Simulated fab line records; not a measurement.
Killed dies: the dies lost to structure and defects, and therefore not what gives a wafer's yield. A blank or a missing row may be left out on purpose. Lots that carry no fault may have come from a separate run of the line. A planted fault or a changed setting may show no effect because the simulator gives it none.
fab line records    flow n5Finfet
record: lots: 10  wafers: 30  lastDay: 18
route steps=1938 shown BEOL_M10@1524 PASSIVATION@1936
lots that met no fault: taken from a fault-free run of the same line
startH: hours from the record's opening day to when the first of the lot's shown wafers began    waitH: hours from the lot's prior step to this one    " identical to the entry in the row above    L1.1+2: several wafers, shown together as one row    - no value, or no start was given    * or withheld: withheld    < > ~ a bound
route shown NAME@n: names a module that has steps shown in the file, with the first one's number in the route    usual: mean/standard deviation taken from wafers without a fault    same: alike in all rows    chamber/n: place in a boat    sites: readings site by site    _std_site: their standard deviation    _edge_site: inner sites' mean taken away from outer sites' mean    radiusMm: for every site, how far away it sits from the centre of the wafer    mask NAME#n: copy n    behind: the last tool/chamber to shape the wafer    hold: why the lot went on hold/how many hours it stayed there/how the hold came to an end    device: names the non-switching transistor (n, p or np)    end of line: at the end of the route, the tests of the same wafers    a step without rows: its recipe alone    killed: dies that structure and defects cost at the first sort, which is not the same as the wafer's yield    map: dies across one wafer; x = killed, . = not, _ = none there
set.NAME: setting as actually run; set.NAME@STEP: the setting as run at that earlier step    model.NAME: the simulator's own value behind a step, which no gauge read
the route's steps for a sample of lots (tables are steps, rows are wafers)
services: from which hour (startH, from the record's first day; less than 0 if before it) a tool's chamber was out of use, for how many hours, and why
== steps ==
step: N5_BEOL_M10_ALD_74
recipe: material: TaN  targetThkA: 20  tempC: 275  aldPrecursorFamily: PDMAT  aldCoReactant: NH3  pressureTorr: 3  carrierFlowSccm: 1500  pulseTimeS: 2  purgeTimeS: 3  coReactantPurgeTimeS: 2  coReactantPulseTimeS: 3  aldCycles: 40  precursorVesselTempC: 75  precursorVesselPressureTorr: 26.25  precursorVesselCarrierSccm: 1000
usual: aldCycles: 40/0  heaterPowerW: 401/36  susceptorTempC: 275.02/0.19
same: coReactantPurgeTimeS: 2
lot.wafer  tool         chamber  startH  waitH  aldCycles  heaterPowerW  susceptorTempC
L526.2     aldMetal-02  0        226.08  0.1    40         398           274.90
L526.5     "            0        "       "      40         388           275.17
L526.6     "            1        "       "      40         413           275.35
L527.1     aldMetal-02  0        242.36  0.0    40         389           274.95
L527.4     "            2        "       "      64         413           274.91
L527.6     "            1        "       "      64         410           274.95
L531.3     aldMetal-02  1        256.53  0.0    40         420           275.05
L531.4     "            0        "       "      64         396           275.24
L531.5     "            2        "       "      64         405           274.92
L530.3     aldMetal-01  0        261.98  0.0    40         375           274.98
L530.4     "            3        "       "      40         382           274.95
L530.6     "            1        "       "      40         442           274.52
L537.1     aldMetal-04  2        306.36  0.1    40         347           275.25
L537.3     "            0        "       "      40         454           275.06
L537.5     "            2        "       "      40         338           275.22
L540.1     aldMetal-02  1        327.89  0.0    40         424           274.82
L540.4     "            0        "       "      40         388           274.97
L540.5     "            1        "       "      40         425           275.17
L543.2     aldMetal-02  2        334.00  0.1    40         407           274.97
L543.3     "            3        "       "      40         397           275.11
L543.4     "            0        "       "      40         393           275.42
L544.1     aldMetal-04  1        342.20  0.0    40         447           274.94
L544.3     "            3        "       "      40         340           274.75
L544.6     "            3        "       "      40         339           274.86
L545.2     aldMetal-02  3        355.67  0.0    40         393           275.01
L545.3     "            2        "       "      40         418           274.79
L545.5     "            1        "       "      40         417           275.20
L547.1     aldMetal-02  2        371.22  0.0    40         405           275.12
L547.3     "            0        "       "      40         390           275.19
L547.5     "            0        "       "      40         384           274.96
step: N5_BEOL_M10_SURFACE_TREAT_76
recipe: gas: Ar  timeS: *  ionEnergyEv: *  ionCurrentMaCm2: 0.5  pressureMtorr: *  arFlowSccm: 30
usual: pressureMtorr: *  throttleValvePct: *
lot.wafer  tool           chamber  startH  waitH  pressureMtorr  throttleValvePct
L526.2     pvdSputter-02  -        226.40  0.2    *              *
L526.5     "              -        "       "      *              *
L526.6     "              -        "       "      *              *
L527.1     pvdSputter-03  -        242.66  0.2    *              *
L527.4     "              -        "       "      *              *
L527.6     "              -        "       "      *              *
L531.3     pvdSputter-03  -        256.87  0.2    *              *
L531.4     "              -        "       "      *              *
L531.5     "              -        "       "      *              *
L530.3     pvdSputter-03  -        262.39  0.3    *              *
L530.4     "              -        "       "      *              *
L530.6     "              -        "       "      *              *
L537.1     pvdSputter-03  -        306.68  0.2    *              *
L537.3     "              -        "       "      *              *
L537.5     "              -        "       "      *              *
L540.1     pvdSputter-03  -        328.23  0.2    *              *
L540.4     "              -        "       "      *              *
L540.5     "              -        "       "      *              *
L543.2     pvdSputter-02  -        334.28  0.2    *              *
L543.3     "              -        "       "      *              *
L543.4     "              -        "       "      *              *
L544.1     pvdSputter-03  -        342.48  0.2    *              *
L544.3     "              -        "       "      *              *
L544.6     "              -        "       "      *              *
L545.2     pvdSputter-02  -        357.28  1.5    *              *
L545.3     "              -        "       "      *              *
L545.5     "              -        "       "      *              *
L547.1     pvdSputter-03  -        371.52  0.2    *              *
L547.3     "              -        "       "      *              *
L547.5     "              -        "       "      *              *
step: N5_BEOL_M10_SPUTTER_48
recipe: material: Cu  targetThkA: 120  tempC: -20  biasV: 60  powerW: 26000  chamberPressurePa: 0.13  timeS: 2
usual: susceptorTempC: -20.01/0.11  throttleValvePct: 29.8/1.2
lot.wafer  tool           chamber  startH  waitH  susceptorTempC  throttleValvePct
L526.2     pvdSputter-01  -        226.58  0.1    -19.87          30.0
L526.5     "              -        "       "      -20.04          31.4
L526.6     "              -        "       "      -20.01          30.1
L527.1     pvdSputter-01  -        242.84  0.1    -19.95          31.5
L527.4     "              -        "       "      -19.92          29.9
L527.6     "              -        "       "      -19.96          31.4
L531.3     pvdSputter-03  -        257.15  0.1    -20.05          28.6
L531.4     "              -        "       "      -19.88          29.2
L531.5     "              -        "       "      -19.82          29.0
L530.3     pvdSputter-03  -        262.61  0.1    -20.12          31.0
L530.4     "              -        "       "      -20.20          28.8
L530.6     "              -        "       "      -19.96          29.3
L537.1     pvdSputter-03  -        307.18  0.2    -19.97          30.9
L537.3     "              -        "       "      -19.95          29.4
L537.5     "              -        "       "      -19.76          28.6
L540.1     pvdSputter-03  -        328.55  0.1    -20.01          29.0
L540.4     "              -        "       "      -20.11          31.2
L540.5     "              -        "       "      -20.03          29.0
L543.2     pvdSputter-03  -        335.91  1.5    -20.07          28.5
L543.3     "              -        "       "      -19.99          28.9
L543.4     "              -        "       "      -20.08          31.2
L544.1     pvdSputter-03  -        342.68  0.1    -20.21          30.9
L544.3     "              -        "       "      -20.14          29.2
L544.6     "              -        "       "      -20.09          29.0
L545.2     pvdSputter-02  -        359.16  1.5    -20.13          30.2
L545.3     "              -        "       "      -20.15          29.2
L545.5     "              -        "       "      -20.10          29.4
L547.1     pvdSputter-03  -        372.12  0.3    -19.90          28.7
L547.3     "              -        "       "      -20.01          31.0
L547.5     "              -        "       "      -20.03          29.1
step: N5_BEOL_M10_CMP_52
recipe: stopOn: SiCOH_lowk  tOverpolishS: 7  downForcePsi: 1  platenRpm: 50  clearingPlatenDownForcePsi: 1.5  clearingPlatenRpm: 50  postCmpClean: cuAlkaline  targetThkNm: 140  clearingPlatenPadVelocityMS: 0.99484  padVelocityMS: 0.99484
usual: barrierFieldEndpointS: 29.2/0.73  edgeZonePressureFrac: 0.999/0.0044  motorCurrentA: 5.9/0.48  slurryFlowMlMin: 150.0/0.46
lot.wafer  tool    chamber  startH  waitH  barrierFieldEndpointS  edgeZonePressureFrac  motorCurrentA  slurryFlowMlMin
L526.2     cmp-02  2        227.18  0.3    30.6                   1.002                 6.2            149.9
L526.6     "       0        "       "      31.0                   0.998                 6.1            150.1
L526.5     "       1        "       "      29.9                   1.002                 6.0            149.0
L527.4     cmp-02  1        243.78  0.2    31.2                   0.997                 6.0            149.9
L527.1     "       2        "       "      29.3                   0.995                 6.5            150.8
L527.6     "       3        "       "      31.1                   1.003                 5.3            149.9
L531.4     cmp-02  0        257.72  0.2    32.2                   1.000                 6.1            149.8
L531.3     "       2        "       "      30.5                   1.002                 6.5            150.4
L531.5     "       1        "       "      31.2                   0.995                 5.8            150.6
L530.3     cmp-03  2        263.20  0.2    29.8                   0.999                 5.7            150.2
L530.4     "       1        "       "      30.7                   1.000                 5.6            149.5
L530.6     "       2        "       "      29.5                   0.994                 5.6            150.3
L537.3     cmp-03  3        307.90  0.2    28.7                   0.997                 6.3            149.6
L537.1     "       1        "       "      30.2                   0.999                 5.5            150.5
L537.5     "       0        "       "      28.3                   1.009                 6.1            150.3
L540.4     cmp-01  3        329.29  0.2    27.7                   0.999                 4.7            149.4
L540.1     "       0        "       "      28.3                   1.007                 5.8            149.7
L540.5     "       2        "       "      28.4                   0.999                 5.9            149.1
L543.2     cmp-03  2        336.52  0.3    28.8                   1.000                 5.8            150.4
L543.4     "       3        "       "      28.7                   0.995                 6.0            150.4
L543.3     "       0        "       "      29.0                   0.998                 6.1            150.6
L544.3     cmp-02  1        343.22  0.2    29.4                   0.997                 6.1            149.3
L544.1     "       2        "       "      29.1                   1.000                 6.5            150.1
L544.6     "       1        "       "      29.7                   0.999                 6.0            149.0
L545.3     cmp-03  1        359.69  0.2    29.4                   1.000                 5.4            149.7
L545.2     "       0        "       "      28.2                   1.008                 5.8            149.7
L545.5     "       1        "       "      29.3                   1.001                 5.7            149.9
L547.1     cmp-03  2        372.65  0.3    29.1                   0.993                 5.5            150.3
L547.3     "       3        "       "      29.4                   0.998                 6.6            150.4
L547.5     "       3        "       "      28.6                   1.005                 6.4            150.1
step: N5_BEOL_M10_INSPECT_58
recipe: inspectInstrument: darkfield  mode: postDep
usual: rawDefectCount: 65/22
lot.wafer  tool              chamber  startH  waitH  rawDefectCount
L526.2     defectInspect-01  -        227.61  0.0    61
L526.5     "                 -        "       "      74
L526.6     "                 -        "       "      66
L527.1     defectInspect-01  -        244.16  0.0    70
L527.4     "                 -        "       "      46
L527.6     "                 -        "       "      64
L531.3     defectInspect-02  -        258.18  0.0    54
L531.4     "                 -        "       "      61
L531.5     "                 -        "       "      60
L530.3     defectInspect-01  -        263.66  0.0    80
L530.4     "                 -        "       "      90
L530.6     "                 -        "       "      57
L537.1     defectInspect-02  -        308.35  0.0    46
L537.3     "                 -        "       "      43
L537.5     "                 -        "       "      81
L540.1     defectInspect-02  -        329.70  0.0    81
L540.4     "                 -        "       "      53
L540.5     "                 -        "       "      83
L543.2     defectInspect-02  -        336.94  0.0    83
L543.3     "                 -        "       "      42
L543.4     "                 -        "       "      53
L544.1     defectInspect-02  -        343.71  0.0    39
L544.3     "                 -        "       "      37
L544.6     "                 -        "       "      43
L545.2     defectInspect-02  -        360.14  0.0    106
L545.3     "                 -        "       "      85
L545.5     "                 -        "       "      115
L547.1     defectInspect-02  -        373.10  0.0    44
L547.3     "                 -        "       "      57
L547.5     "                 -        "       "      87
step: N5_PASSIVATION_PROBE_49
usual: defectLimitedYield: 90.9/1.4  killed_at_M0_to_M3: 37/12  killed_at_M4_up: 14/5.3  killedAtContacts: 12/6.2  killedAtFrontEnd: 41/11  killedAtOther: 3.7/2.9  killedDies: 107/17  killedOnRim: 14/4.4  killedOpen: 71/12  killedShort: 34/7.9  sort_bin_5_function: 5.3/0.95  sort_bin_6_memory: 3.4/0.7  sortNPass: 1073/17  sortYieldPct: 90.9/1.5
same: grossDies: 1180  killedAtBackSide: 0  sort_bin_4_leakage[%]: 0  sort_bin_8_speed[%]: 0
lot.wafer  tool       chamber  startH  waitH  defectLimitedYield[%]  killed_at_M0_to_M3  killed_at_M4_up  killedAtContacts  killedAtFrontEnd  killedAtOther  killedDies  killedOnRim  killedOpen  killedShort  sort_bin_5_function[%]  sort_bin_6_memory[%]  sortNPass  sortYieldPct[%]
L527.1     prober-01  -        286.07  0.0    91.3                   39                  10               17                36                1              103         14           73          29           5.1                     3.2                   1077       91.3
L527.4     prober-01  -        286.22  0.2    92.0                   39                  12               11                27                5              94          7            62          32           4.4                     3.3                   1086       92.0
L527.6     prober-01  -        286.32  0.3    92.5                   34                  9                21                17                8              89          12           59          27           4.6                     2.8                   1091       92.5
L531.3     prober-01  -        310.99  0.1    91.1                   51                  10               9                 31                4              105         18           74          31           5.5                     3.3                   1075       91.1
L531.4     prober-01  -        311.04  0.2    92.2                   25                  16               17                32                2              92          13           65          27           4.4                     3.1                   1088       92.2
L531.5     prober-01  -        311.09  0.2    90.9                   40                  19               12                35                1              107         13           75          32           6.0                     2.5                   1073       90.9
L543.2     prober-01  -        389.44  0.1    91.9                   35                  3                17                34                7              96          13           61          34           4.8                     2.9                   1084       91.9
L543.3     prober-01  -        389.49  0.1    92.2                   36                  6                16                24                10             92          6            58          34           4.0                     3.6                   1088       92.2
L545.2     prober-02  -        409.57  0.1    92.5                   27                  14               3                 42                2              88          10           57          30           4.8                     2.2                   1092       92.5
L545.3     prober-02  -        409.62  0.1    90.8                   23                  9                10                51                15             108         13           76          31           5.9                     2.8                   1072       90.8
L545.5     prober-02  -        409.72  0.2    91.4                   28                  18               9                 39                7              101         10           64          35           4.7                     3.6                   1079       91.4
killed by level:class
L527.1 MOL_CONTACT_COAG:geometricParticle:open=16 FIN_SAQP:geometricParticle:short=13 FIN_SAQP:geometricParticle:open=7 BEOL_M2:geometricParticle:open=7 BEOL_M3:geometricParticle:open=7 BEOL_M4:geometricParticle:open=7 BEOL_M0:geometricParticle:open=6 BEOL_M1:geometricParticle:open=5
L527.4 BEOL_M2:geometricParticle:open=13 FIN_SAQP:geometricParticle:open=7 MOL_CONTACT_COAG:geometricParticle:open=7 BEOL_M4:geometricParticle:open=7 FIN_SAQP:geometricParticle:short=5 STI_FIN_REVEAL:geometricParticle:open=5 BEOL_M0:geometricParticle:short=5 MOL_CONTACT_COAG:geometricParticle:short=4
L527.6 MOL_CONTACT_COAG:geometricParticle:open=14 BEOL_M1:geometricParticle:open=8 BEOL_M0_SAQP:geometricParticle:open=7 MOL_CONTACT_COAG:geometricParticle:short=6 BEOL_M3:geometricParticle:open=6 BEOL_M5:geometricParticle:open=5 PASS1_CAP:geometricParticle:short=5 FIN_SAQP:geometricParticle:short=4
L531.3 BEOL_M0_SAQP:geometricParticle:open=16 BEOL_M0_SAQP:geometricParticle:short=12 STI_FIN_REVEAL:geometricParticle:open=9 BEOL_M1:geometricParticle:open=8 MOL_CONTACT_COAG:geometricParticle:open=7 BEOL_M3:geometricParticle:open=6 BEOL_M2:geometricParticle:open=5 FIN_SAQP:geometricParticle:short=4
L531.4 MOL_CONTACT_COAG:geometricParticle:open=12 STI_FIN_REVEAL:geometricParticle:open=7 BEOL_M0_SAQP:geometricParticle:short=7 BEOL_M0_SAQP:geometricParticle:open=7 BEOL_M4:geometricParticle:open=7 FIN_SAQP:geometricParticle:open=5 FIN_SAQP:geometricParticle:short=5 MOL_CONTACT_COAG:geometricParticle:short=5
L531.5 BEOL_M0_SAQP:geometricParticle:short=11 FIN_SAQP:geometricParticle:open=9 MOL_CONTACT_COAG:geometricParticle:open=9 BEOL_M2:geometricParticle:open=9 BEOL_M0_SAQP:geometricParticle:open=7 BEOL_M1:geometricParticle:open=7 BEOL_M4:geometricParticle:open=7 DUMMY_GATE:geometricParticle:open=5
L543.2 STI_FIN_REVEAL:geometricParticle:open=14 MOL_CONTACT_COAG:geometricParticle:short=9 MOL_CONTACT_COAG:geometricParticle:open=8 BEOL_M0_SAQP:geometricParticle:short=7 BEOL_M3:geometricParticle:open=7 BEOL_M0_SAQP:geometricParticle:open=6 FIN_SAQP:geometricParticle:short=5 PASS1_CAP:geometricParticle:open=5
L543.3 MOL_CONTACT_COAG:geometricParticle:open=13 BEOL_M0_SAQP:geometricParticle:short=12 FIN_SAQP:geometricParticle:open=7 BEOL_M0_SAQP:geometricParticle:open=6 STI_FIN_REVEAL:geometricParticle:open=5 BEOL_M1:geometricParticle:short=5 PASS1_CAP:geometricParticle:open=5 BEOL_M2:geometricParticle:open=4
L545.2 FIN_SAQP:geometricParticle:open=11 FIN_SAQP:geometricParticle:short=9 DUMMY_GATE:geometricParticle:open=9 BEOL_M0_SAQP:geometricParticle:short=7 BEOL_M0_SAQP:geometricParticle:open=5 BEOL_M2:geometricParticle:short=4 BEOL_M3:geometricParticle:open=4 BEOL_M4:geometricParticle:open=4
L545.3 STI_FIN_REVEAL:geometricParticle:open=16 FIN_SAQP:geometricParticle:open=14 FIN_SAQP:geometricParticle:short=9 BEOL_M2:geometricParticle:open=9 MOL_CONTACT_COAG:geometricParticle:open=8 PASS1_CAP:geometricParticle:open=5 BEOL_M5:geometricParticle:open=4 BEOL_M1:geometricParticle:open=3
L545.5 FIN_SAQP:geometricParticle:open=10 MOL_CONTACT_COAG:geometricParticle:open=9 BEOL_M0_SAQP:geometricParticle:open=7 BEOL_M3:geometricParticle:open=7 BEOL_M2:geometricParticle:short=6 BEOL_M4:geometricParticle:open=6 FIN_SAQP:geometricParticle:short=5 STI_FIN_REVEAL:geometricParticle:open=5
== services ==
tool           chamber  startH  hours  kind
pvdSputter-01  -        231.67  2.2    repair
pvdSputter-01  -        236.50  2.7    repair
aldMetal-01    1        243.56  3.8    repair
cmp-01         -        272.91  0.3    repair
aldMetal-04    -        286.74  4.3    pm
cmp-03         -        290.76  4.0    pm
cmp-03         -        294.76  -      consumableReplace:conditioner
cmp-03         -        294.76  -      consumableReplace:pad
cmp-03         -        296.86  6.4    repair
cmp-01         -        302.68  5.5    pm
cmp-02         -        305.22  4.0    pm
cmp-02         -        309.22  -      consumableReplace:conditioner
cmp-02         -        309.22  -      consumableReplace:pad
cmp-02         -        320.54  8.6    pm
cmp-02         -        330.81  6.3    pm
aldMetal-01    -        337.40  14.0   pm
aldMetal-01    0        337.40  14.0   ventCycle
aldMetal-01    1        337.40  14.0   ventCycle
aldMetal-01    2        337.40  14.0   ventCycle
aldMetal-01    3        337.40  14.0   ventCycle
pvdSputter-01  -        339.12  1.2    repair
aldMetal-04    0        350.01  11.8   repair
cmp-01         -        366.34  4.0    pm
aldMetal-04    3        370.30  24.1   repair
== key ==
firstSign: step: N5_BEOL_M10_ALD_74  reading: aldCycles  direction: up  sigmas: 99+  usual: *  struck: *
effect: step: N5_BEOL_M10_CMP_52  reading: barrierFieldEndpointS  direction: up  sigmas: 3  usual: 29.2  struck: 31.4
metAt N5_BEOL_M10_ALD_74
struckLots L527,L531
struckWafers L527.4,L527.6,L531.4,L531.5
notActingAt N5_BEOL_M10_SURFACE_TREAT_76,N5_BEOL_M10_SPUTTER_48,N5_BEOL_M10_INSPECT_58
onsetBetween 226.08 242.36
fault: kind: processParameterDrift  tool: aldMetal-02  chamber: -  onsetH: 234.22  steps: N5_BEOL_M10_ALD_74  channel: aldCycles  offset: *  shape: step  endH: 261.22  scope: struckWafersOnly  actsIn: *  stated: *
